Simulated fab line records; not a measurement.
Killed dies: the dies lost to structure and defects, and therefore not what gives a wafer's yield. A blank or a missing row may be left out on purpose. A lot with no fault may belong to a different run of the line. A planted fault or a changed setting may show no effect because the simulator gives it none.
fab line records | flow n5-finfet
record lots=7 wafers=21
route steps=1938 shown BEOL_M11@1554 BEOL_M13@1693 BEOL_M14@1753
start-h: start of the lot's first displayed wafer, in hours after the record's first day | wait-h: hours since the lot's step before | " the same as in the row above | L1.1+2: several wafers, shown together as one row | - either no value or no given start | * or withheld: withheld | < > ~ a bound
route shown NAME@n: a module of which the file shows steps, and the number in the route of the first | usual: mean/standard deviation of fault-free wafers | same: alike in all rows | chamber/n: place in a boat | sites: the reading at each site | _std_site: the values' standard deviation | _edge_site: inner sites' mean taken away from outer sites' mean | radius-mm: for every site, how far away it sits from the centre of the wafer | mask NAME#n: copy n | behind: the tool/chamber that last shaped the wafer | hold: reason for holding the lot/hours on hold/outcome of the hold | device: the transistor (n, p or np) that didn't switch | end of line: at the end of the route, the tests of the same wafers | where a step has no rows: the recipe by itself | killed: dies lost to structure and defects at the first sort, not the wafer's yield | map: per-die view of a wafer (x killed, . not killed, _ where there is no die)
set.NAME: the run value of the setting; set.NAME@STEP: its run value at that earlier step | model.NAME: the simulator's own value behind a step, which no gauge read
one table per step and one row per wafer, for lots whose settings were changed on purpose
## steps
# step N5_BEOL_M11_ETCH_62
# recipe chemistry=N2/H2 target=SOC target-depth-a=1100 overetch-a=220 mask-material=SiARC temp-c=40 time-s=165 ion-energy-ev=200 pressure-mtorr=30 source-w=840 bias-w=150 n2-flow-sccm=200 h2-flow-sccm=200
# usual rf-vpp-V=523.7/2.6
# columns lot.wafer tool chamber start-h wait-h set.bias-w rf-vpp-V model.SiARC_of_BEOL_M11_COAT_60.thk-nm
L074.2 rie-diel-01 1 213.64 0.0 150 525.3 23.6
L074.3 " 2 " " 150 526.7 23.8
L074.5 " 0 " " 150 523.5 24
L075.3 rie-diel-03 3 228.26 0.0 150 523.0 23.2
L075.4 " 1 " " 138.7 493.6 24
L075.5 " 2 " " 138.7 500.8 24.2
L078.1 rie-diel-03 2 246.52 0.0 164 556.6 22.8
L078.3 " 0 " " 164 556.6 22.8
L078.4 " 3 " " 150 521.4 23.2
L080.1 rie-diel-03 2 267.03 0.0 171.3 570.7 22.6
L080.4 " 1 " " 171.3 564.4 22.6
L080.6 " 2 " " 150 525.2 23.6
L086.3 rie-diel-01 1 291.10 0.0 150 525.8 23.4
L086.5 " 1 " " 135.5 494.0 24.2
L086.6 " 2 " " 150 525.4 23.6
L091.1 rie-diel-03 2 327.57 0.0 124.5 466.7 24.8
L091.2 " 3 " " 150 521.5 23.4
L091.4 " 0 " " 124.5 467.1 25.2
L097.1 rie-diel-01 1 370.34 0.0 150 525.9 23.4
L097.3 " 2 " " 150 524.9 23.8
L097.5 " 1 " " 150 524.8 23.6
# step N5_BEOL_M11_COAT_22
# recipe resist=CAR-ArF spin-rpm=1500 resist-thk-nm=90
# columns lot.wafer tool chamber start-h wait-h set.spin-rpm model.CAR-ArF_of_BEOL_M11_COAT_22.thk-nm
L074.2+3 litho-track-03 0 - - 1644 86
L074.5 " 0 " " 1500 90.2
L075.3 litho-track-02 0 - - 1411 92.2
L075.4 " 0 " " 1500 89.4
L075.5 " 0 " " 1500 89.6
L078.1+3 litho-track-02 0 - - 1394 93
L078.4 " 0 " " 1500 89.8
L080.1 litho-track-03 0 - - 1453 91.6
L080.4 " 0 " " 1500 90.4
L080.6 " 0 " " 1453 91.2
L086.3 litho-track-04 0 - - 1382 93.4
L086.5 " 0 " " 1500 89.6
L086.6 " 0 " " 1500 89.8
L091.1 litho-track-04 0 - - 1500 90.2
L091.2+4 " 0 " " 1500 90
L097.1+3+5 litho-track-03 0 - - 1500 90
# step N5_BEOL_M13_ETCH_67
# recipe chemistry=CF4 target=SiARC target-depth-a=1430 time-s=238.3 ion-energy-ev=80 pressure-mtorr=40 source-w=545 bias-w=36 Ar_flow_sccm=100 cf4-flow-sccm=100 ends=cleared
# usual rf-vpp-V=183.9/1.4
# columns lot.wafer tool chamber start-h wait-h set.bias-w rf-vpp-V
L074.2 rie-diel-03 1 227.50 0.0 36 182.3
L074.3 " 2 " " 39.61 198.0
L074.5 " 3 " " 39.61 195.0
L075.3 rie-diel-03 1 241.79 0.0 36 183.3
L075.4 " 2 " " 36 185.6
L075.5 " 3 " " 36 184.9
L078.1 rie-diel-01 2 266.04 0.0 36 184.4
L078.3 " 3 " " 36 184.4
L078.4 " 0 " " 36 183.3
L080.1 rie-diel-06 3 283.34 0.0 36 180.1
L080.4 " 0 " " 36 182.7
L080.6 " 3 " " 41.95 200.8
L086.3 rie-diel-06 0 304.40 0.0 36 183.2
L086.5 " 0 " " 41.64 201.5
L086.6 " 1 " " 41.64 203.2
L091.1 rie-diel-06 3 341.64 0.0 36 181.7
L091.2 " 0 " " 36 181.9
L091.4 " 2 " " 36 183.1
L097.1 rie-diel-06 1 383.54 0.0 36 185.2
L097.3 " 3 " " 36 180.9
L097.5 " 1 " " 36 185.6
# step N5_BEOL_M13_TRENCH_ETCH_34
# recipe chemistry=C4F8/O2/Ar target=SiOC target-depth-a=4134.7 mask-material=SOC pressure-mtorr=30 source-w=3000 bias-w=700 Ar_flow_sccm=400 C4F8_flow_sccm=15 O2_flow_sccm=8 he-inner-torr=15 he-outer-torr=30 time-s=162.6 ion-energy-ev=250
# columns lot.wafer tool chamber start-h wait-h set.time-s model.etch.depth-nm
L074.2 rie-diel-03 1 227.87 0.0 144 355.4
L074.3 " 2 " " 162.6 403
L074.5 " 3 " " 162.6 411.7
L075.3 rie-diel-03 1 242.16 0.0 149 360.1
L075.4 " 2 " " 149 373.9
L075.5 " 3 " " 162.6 410.3
L078.1 rie-diel-01 2 266.40 0.0 162.6 409.7
L078.3 " 3 " " 162.6 410.7
L078.4 " 0 " " 162.6 405
L080.1 rie-diel-06 3 283.71 0.0 138.1 354.5
L080.4 " 0 " " 162.6 421.2
L080.6 " 3 " " 162.6 414.7
L086.3 rie-diel-06 0 304.76 0.0 128.9 331.1
L086.5 " 0 " " 162.6 420.5
L086.6 " 1 " " 128.9 334.6
L091.1 rie-diel-06 3 342.01 0.0 162.6 411.2
L091.2 " 0 " " 162.6 419.6
L091.4 " 2 " " 162.6 427.7
L097.1 rie-diel-06 1 383.91 0.0 162.6 427.1
L097.3 " 3 " " 162.6 416.6
L097.5 " 1 " " 162.6 426.6
# step N5_BEOL_M13_STRIP_70
# recipe chemistry=C4F8/O2/Ar resist=SiARC rf-frequency-hz=6e+07
# step N5_BEOL_M13_OCD_MEAS_35
# usual trench-depth-nm=415/9.5
# columns lot.wafer tool chamber start-h wait-h set.time-s@BEOL_M13_TRENCH_ETCH_34 trench-depth-nm
L074.2 ocd-02 - 228.05 0.0 144 355
L074.3 " - " " 162.6 403
L074.5 " - " " 162.6 412
L075.3 ocd-01 - 242.34 0.0 149 360
L075.4 " - " " 149 374
L075.5 " - " " 162.6 410
L078.1 ocd-02 - 266.58 0.0 162.6 409
L078.3 " - " " 162.6 411
L078.4 " - " " 162.6 405
L080.1 ocd-02 - 283.89 0.0 138.1 354
L080.4 " - " " 162.6 421
L080.6 " - " " 162.6 414
L086.3 ocd-02 - 304.94 0.0 128.9 332
L086.5 " - " " 162.6 421
L086.6 " - " " 128.9 335
L091.1 ocd-02 - 342.18 0.0 162.6 411
L091.2 " - " " 162.6 420
L091.4 " - " " 162.6 428
L097.1 ocd-01 - 384.08 0.0 162.6 428
L097.3 " - " " 162.6 416
L097.5 " - " " 162.6 427
# step N5_BEOL_M13_STRIP_37
# recipe chemistry=N2/H2 power-w=1000 temp-c=250 h2-frac=0.65 overash-fraction=0.3 pressure-mtorr=withheld n2-flow-sccm=1750 h2-flow-sccm=3250
# step N5_BEOL_M13_ETCH_38
# recipe chemistry=CF4/N2 target=SiCN target-depth-a=675 taper-deg=2 time-s=71.9 ion-energy-ev=150 mask-material=SiO2 pressure-mtorr=40 source-w=430 bias-w=70 Ar_flow_sccm=100 cf4-flow-sccm=60 n2-flow-sccm=60
# step N5_BEOL_M13_ECD_47
# recipe material=Cu target-thk-a=9360
# step N5_BEOL_M13_ANNEAL_48
# recipe temp-c=225 time-s=90 ambient=N2
# step N5_BEOL_M13_CMP_49
# recipe stop-on=SiOC t-overpolish-s=17.1 down-force-psi=1 platen-rpm=50 clearing-platen-down-force-psi=1.5 clearing-platen-rpm=50 post-cmp-clean=cu-alkaline target-thk-nm=420 clearing-platen-pad-velocity-m-s=0.99484 pad-velocity-m-s=0.99484
# columns lot.wafer tool chamber start-h wait-h set.time-s@BEOL_M13_TRENCH_ETCH_34 model.Cu_of_BEOL_M13_ECD_47.thk-nm
L074.2 cmp-04 2 233.04 0.2 144 361.4
L074.3 " 3 " " 162.6 406
L074.5 " 3 " " 162.6 415
L075.3 cmp-01 2 248.72 0.2 149 366
L075.4 " 3 " " 149 379.6
L075.5 " 2 " " 162.6 416.6
L078.3 cmp-04 2 268.57 0.2 162.6 415.6
L078.4 " 3 " " 162.6 407.8
L078.1 " 0 " " 162.6 414.8
L080.1 cmp-01 1 287.63 0.3 138.1 357.6
L080.4 " 2 " " 162.6 425.2
L080.6 " 0 " " 162.6 420.4
L086.3 cmp-01 3 306.66 0.3 128.9 338.8
L086.6 " 0 " " 128.9 343.8
L086.5 " 1 " " 162.6 427
L091.4 cmp-01 1 344.76 0.2 162.6 431.8
L091.1 " 2 " " 162.6 417
L091.2 " 3 " " 162.6 426
L097.3 cmp-02 2 388.72 0.2 162.6 422.8
L097.1 " 3 " " 162.6 432
L097.5 " 2 " " 162.6 433.4
# step N5_BEOL_M13_THK_MEAS_50
# recipe thk-meas-gauge=xrf reads=Cu_of_BEOL_M13_ECD_47
# usual M13_THK=418/10
# columns lot.wafer tool chamber start-h wait-h set.time-s@BEOL_M13_TRENCH_ETCH_34 M13_THK[nm]
L074.2 film-metro-01 - 233.33 - 144 357
L074.3 " - " " 162.6 402
L074.5 " - " " 162.6 409
L075.3 film-metro-01 - 249.02 - 149 363
L075.4 " - " " 149 377
L075.5 " - " " 162.6 415
L078.1 film-metro-02 - 268.83 - 162.6 415
L078.3 " - " " 162.6 413
L078.4 " - " " 162.6 406
L080.1 film-metro-01 - 287.85 - 138.1 353
L080.4 " - " " 162.6 420
L080.6 " - " " 162.6 414
L086.3 film-metro-01 - 306.84 - 128.9 333
L086.5 " - " " 162.6 417
L086.6 " - " " 128.9 337
L091.1 film-metro-02 - 345.02 - 162.6 420
L091.2 " - " " 162.6 430
L091.4 " - " " 162.6 435
L097.1 film-metro-01 - 388.97 - 162.6 435
L097.3 " - " " 162.6 425
L097.5 " - " " 162.6 436
# step N5_BEOL_M13_PRE_CLEAN_52
# recipe gas=NH3 time-s=15 temp-c=withheld rf-power-w=300
# step N5_BEOL_M13_DEP_53
# recipe material=SiCN target-thk-a=500 temp-c=withheld precursor=3MS/NH3 pressure-torr=3 rf-w=675 time-s=17.8
# step N5_BEOL_M13_RS_MEAS_54
# recipe thk-meas-gauge=four-point-probe reads=Cu_of_BEOL_M13_ECD_47+Ta_of_BEOL_M13_SPUTTER_44+TaN_of_BEOL_M13_SPUTTER_43
# usual M13_RS=0.0449/0.0011
# columns lot.wafer tool chamber start-h wait-h set.time-s@BEOL_M13_TRENCH_ETCH_34 M13_RS[ohm/sq]
L074.2 film-metro-02 - 233.46 0.1 144 0.0525
L074.3 " - " " 162.6 0.0466
L074.5 " - " " 162.6 0.0455
L075.3 film-metro-01 - 249.15 0.1 149 0.0518
L075.4 " - " " 149 0.0499
L075.5 " - " " 162.6 0.0454
L078.1 film-metro-02 - 268.96 0.0 162.6 0.0457
L078.3 " - " " 162.6 0.0455
L078.4 " - " " 162.6 0.0463
L080.1 film-metro-01 - 287.98 0.0 138.1 0.0531
L080.4 " - " " 162.6 0.0445
L080.6 " - " " 162.6 0.0449
L086.3 film-metro-01 - 306.97 0.1 128.9 0.0562
L086.5 " - " " 162.6 0.0441
L086.6 " - " " 128.9 0.0553
L091.1 film-metro-01 - 345.15 0.0 162.6 0.0453
L091.2 " - " " 162.6 0.0443
L091.4 " - " " 162.6 0.0437
L097.1 film-metro-01 - 389.10 0.0 162.6 0.0436
L097.3 " - " " 162.6 0.0446
L097.5 " - " " 162.6 0.0435
# step N5_BEOL_M14_TRENCH_ETCH_34
# recipe chemistry=C4F8/O2/Ar target=SiO2 target-depth-a=5566.5 mask-material=SOC he-inner-torr=15 he-outer-torr=30 time-s=126.9 ion-energy-ev=800 pressure-mtorr=20 source-w=1905 bias-w=2040 Ar_flow_sccm=400 C4F8_flow_sccm=16 O2_flow_sccm=12
# columns lot.wafer tool chamber start-h wait-h set.time-s model.etch.depth-nm
L074.2 rie-diel-02 0 236.16 0.0 137.9 606.6
L074.3 " 2 " " 126.9 550
L074.5 " 1 " " 137.9 577.2
L075.3 rie-diel-04 0 251.52 0.0 126.9 544.4
L075.4 " 1 " " 112.6 490.3
L075.5 " 0 " " 112.6 479.5
L078.1+4 rie-diel-04 3,0 271.17 0.0 126.9 546.7
L078.3 " 2 " " 126.9 542.5
L080.1 rie-diel-02 2 290.48 0.0 126.9 547.6
L080.4 " 1 " " 126.9 520.6
L080.6 " 2 " " 153.2 669.8
L086.3 rie-diel-04 2 309.13 0.0 148.3 619.7
L086.5 " 3 " " 148.3 636
L086.6 " 2 " " 148.3 620.1
L091.1 rie-diel-05 0 347.23 0.0 143.4 676.1
L091.2 " 2 " " 143.4 599.2
L091.4 " 1 " " 126.9 531.9
L097.1 rie-diel-04 2 391.39 0.0 126.9 521.8
L097.3 " 1 " " 126.9 561.4
L097.5 " 2 " " 126.9 526.3
# step N5_BEOL_M14_STRIP_70
# recipe chemistry=C4F8/O2/Ar resist=SiARC rf-frequency-hz=6e+07
# step N5_BEOL_M14_OCD_MEAS_35
# usual trench-depth-nm=547/21
# columns lot.wafer tool chamber start-h wait-h set.time-s@BEOL_M14_TRENCH_ETCH_34 trench-depth-nm
L074.2 ocd-01 - 236.32 0.0 137.9 607
L074.3 " - " " 126.9 550
L074.5 " - " " 137.9 577
L075.3 ocd-02 - 251.67 0.0 126.9 544
L075.4 " - " " 112.6 491
L075.5 " - " " 112.6 479
L078.1 ocd-02 - 271.33 0.0 126.9 546
L078.3 " - " " 126.9 542
L078.4 " - " " 126.9 546
L080.1 ocd-02 - 290.64 0.0 126.9 548
L080.4 " - " " 126.9 521
L080.6 " - " " 153.2 670
L086.3 ocd-02 - 309.29 0.0 148.3 620
L086.5 " - " " 148.3 636
L086.6 " - " " 148.3 620
L091.1 ocd-02 - 347.38 0.0 143.4 676
L091.2 " - " " 143.4 600
L091.4 " - " " 126.9 532
L097.1 ocd-02 - 391.54 0.0 126.9 522
L097.3 " - " " 126.9 561
L097.5 " - " " 126.9 526
# step N5_BEOL_M14_SPUTTER_45
# recipe material=Cu target-thk-a=1000 temp-c=-20 bias-v=60 power-w=26000 chamber-pressure-pa=0.13 time-s=16.67
# columns lot.wafer tool chamber start-h wait-h set.time-s
L074.2+3 pvd-sputter-02 - 238.80 0.0 18.88
L074.5 " - " " 16.67
L075.3+5 pvd-sputter-03 - 256.90 0.0 16.67
L075.4 " - " " 15.29
L078.1+3+4 pvd-sputter-01 - 272.98 0.0 16.67
L080.1+4+6 pvd-sputter-03 - 293.51 0.0 18.42
L086.3+6 pvd-sputter-03 - 314.07 0.0 15.77
L086.5 " - " " 16.67
L091.1+2 pvd-sputter-01 - 348.64 0.0 16.67
L091.4 " - " " 18.46
L097.1+3+5 pvd-sputter-02 - 395.85 0.0 16.67
# step N5_BEOL_M14_ECD_47
# recipe material=Cu target-thk-a=12480
# step N5_BEOL_M14_ANNEAL_48
# recipe temp-c=225 time-s=90 ambient=N2
# step N5_BEOL_M14_PRE_CLEAN_52
# recipe gas=NH3 time-s=15 temp-c=withheld rf-power-w=300
# step N5_BEOL_M14_DEP_53
# recipe material=SiCN target-thk-a=500 temp-c=withheld precursor=3MS/NH3 pressure-torr=3 rf-w=675 time-s=17.8
# step N5_BEOL_M14_RS_MEAS_54
# recipe thk-meas-gauge=four-point-probe reads=Cu_of_BEOL_M14_ECD_47+Ta_of_BEOL_M14_SPUTTER_44+TaN_of_BEOL_M14_SPUTTER_43
# usual M14_RS=0.0339/0.0013
# columns lot.wafer tool chamber start-h wait-h set.time-s@BEOL_M14_TRENCH_ETCH_34 M14_RS[ohm/sq]
L074.2 film-metro-01 - 239.86 0.1 137.9 0.0306
L074.3 " - " " 126.9 0.0335
L074.5 " - " " 137.9 0.0320
L075.3 film-metro-01 - 257.93 0.1 126.9 0.0342
L075.4 " - " " 112.6 0.0380
L075.5 " - " " 112.6 0.0388
L078.1 film-metro-02 - 274.90 0.0 126.9 0.0339
L078.3 " - " " 126.9 0.0340
L078.4 " - " " 126.9 0.0341
L080.1 film-metro-02 - 294.71 0.0 126.9 0.0338
L080.4 " - " " 126.9 0.0358
L080.6 " - " " 153.2 0.0276
L086.3 film-metro-01 - 315.10 0.1 148.3 0.0299
L086.5 " - " " 148.3 0.0291
L086.6 " - " " 148.3 0.0298
L091.1 film-metro-01 - 349.78 0.0 143.4 0.0273
L091.2 " - " " 143.4 0.0309
L091.4 " - " " 126.9 0.0348
L097.1 film-metro-02 - 397.25 0.0 126.9 0.0357
L097.3 " - " " 126.9 0.0329
L097.5 " - " " 126.9 0.0354
## key
split step=N5_BEOL_M11_ETCH_62 setting=bias-w stated=150 by=wafer
response step=N5_BEOL_M11_ETCH_62 reading=rf-vpp-V change=+3.24 per=1% r=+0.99
response step=N5_BEOL_M11_ETCH_62 reading=model.SiARC_of_BEOL_M11_COAT_60.thk-nm change=-0.0806 per=1% r=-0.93
split step=N5_BEOL_M11_COAT_22 setting=spin-rpm stated=1500 by=wafer
response step=N5_BEOL_M11_COAT_22 reading=model.CAR-ArF_of_BEOL_M11_COAT_22.thk-nm change=-0.447 per=1% r=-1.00
split step=N5_BEOL_M13_ETCH_67 setting=bias-w stated=36 by=wafer
response step=N5_BEOL_M13_ETCH_67 reading=rf-vpp-V change=+1.23 per=1% r=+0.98
split step=N5_BEOL_M13_TRENCH_ETCH_34 setting=time-s stated=162.6 by=wafer
response step=N5_BEOL_M13_TRENCH_ETCH_34 reading=model.etch.depth-nm change=+4.35 per=1% r=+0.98
response step=N5_BEOL_M13_OCD_MEAS_35 reading=trench-depth-nm change=+4.35 per=1% r=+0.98
response step=N5_BEOL_M13_CMP_49 reading=model.Cu_of_BEOL_M13_ECD_47.thk-nm change=+4.3 per=1% r=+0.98
response step=N5_BEOL_M13_THK_MEAS_50 reading=M13_THK change=+4.2 per=1% r=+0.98
response step=N5_BEOL_M13_RS_MEAS_54 reading=M13_RS change=-0.000569 per=1% r=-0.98
split step=N5_BEOL_M14_TRENCH_ETCH_34 setting=time-s stated=126.9 by=wafer
response step=N5_BEOL_M14_TRENCH_ETCH_34 reading=model.etch.depth-nm change=+6.52 per=1% r=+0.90
response step=N5_BEOL_M14_OCD_MEAS_35 reading=trench-depth-nm change=+6.49 per=1% r=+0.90
response step=N5_BEOL_M14_RS_MEAS_54 reading=M14_RS change=-0.000362 per=1% r=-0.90
split step=N5_BEOL_M14_SPUTTER_45 setting=time-s stated=16.67 by=wafer
response none clear
